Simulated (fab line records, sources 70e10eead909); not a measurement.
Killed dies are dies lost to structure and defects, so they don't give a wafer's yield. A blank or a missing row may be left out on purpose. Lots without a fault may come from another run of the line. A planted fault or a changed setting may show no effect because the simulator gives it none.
Chamber matching | flow nand_harc | NHARC_A_CHANNEL_FILL_D1_ALD_16 on ald_hk-04: 4 sister chambers
The step deposits SiO2, target thk 1.5 nm, pulse time 10 s, ald cycles 15. 14 wafers are shown with their chamber, then 7 later ones without.

WAFERS WITH THEIR CHAMBER
wafer  | chamber | heater_power_w (W) | precursor_pulse_height_rel
L336.1 | 0       | 399                | 1.007
L336.2 | 3       | 423                | 0.997
L336.5 | 1       | 423                | 1.014
L335.1 | 3       | 424                | 0.975
L335.4 | 1       | 422                | 0.978
L335.6 | 3       | 425                | 1.008
L339.2 | 1       | 417                | 1.019
L339.5 | 1       | 412                | 0.981
L339.6 | 2       | 453                | 0.969
L341.3 | 0       | 410                | 0.995
L341.4 | 3       | 454                | 1.006
L341.6 | 3       | 450                | 1.008
L345.3 | 2       | 473                | 0.988
L345.4 | 0       | 402                | 1.020

SIGNATURES (means of the wafers above)
reading                    | chamber 0 | chamber 1 | chamber 2 | chamber 3 | scatter within a chamber
heater_power_w             | 403.67    | 418.50    | 463.00    | 435.20    | 11.4
precursor_pulse_height_rel | 1.00733   | 0.99800   | 0.97850   | 0.99880   | 0.0163
Rule: a wafer's distance from a chamber is the root of the sum, over the readings, of the square of ((its reading less the chamber's mean) divided by the reading's scatter). The wafer belongs to the nearest chamber; if the next one is less than 2 further off, it can't be placed. The scatter: the root of (the sum of the squares of (reading less its chamber's mean) over the shown wafers, divided by (wafers less chambers)).

WAFERS WITHOUT THEIR CHAMBER
wafer  | heater_power_w (W) | precursor_pulse_height_rel
L345.5 | 470                | 0.988
L350.1 | 465                | 1.027
L350.3 | 426                | 0.995
L350.4 | 455                | 0.993
L357.2 | 423                | 0.995
L357.3 | 413                | 1.021
L357.4 | 471                | 1.024

WHICH CHAMBER EACH WENT THROUGH
wafer  | from the rows above          | in truth
L345.5 | 2                            | 2
L350.1 | can't be placed: 2 or 3 or 1 | 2
L350.3 | can't be placed: 1 or 3 or 0 | 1
L350.4 | can't be placed: 2 or 3      | 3
L357.2 | can't be placed: 1 or 3 or 0 | 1
L357.3 | can't be placed: 0 or 1 or 3 | 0
L357.4 | can't be placed: 2 or 3      | 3
Placed correctly: 1 of 7. Can't be placed from these rows: 6 (the true chamber is among the candidates in 6). Placed wrongly: 0.
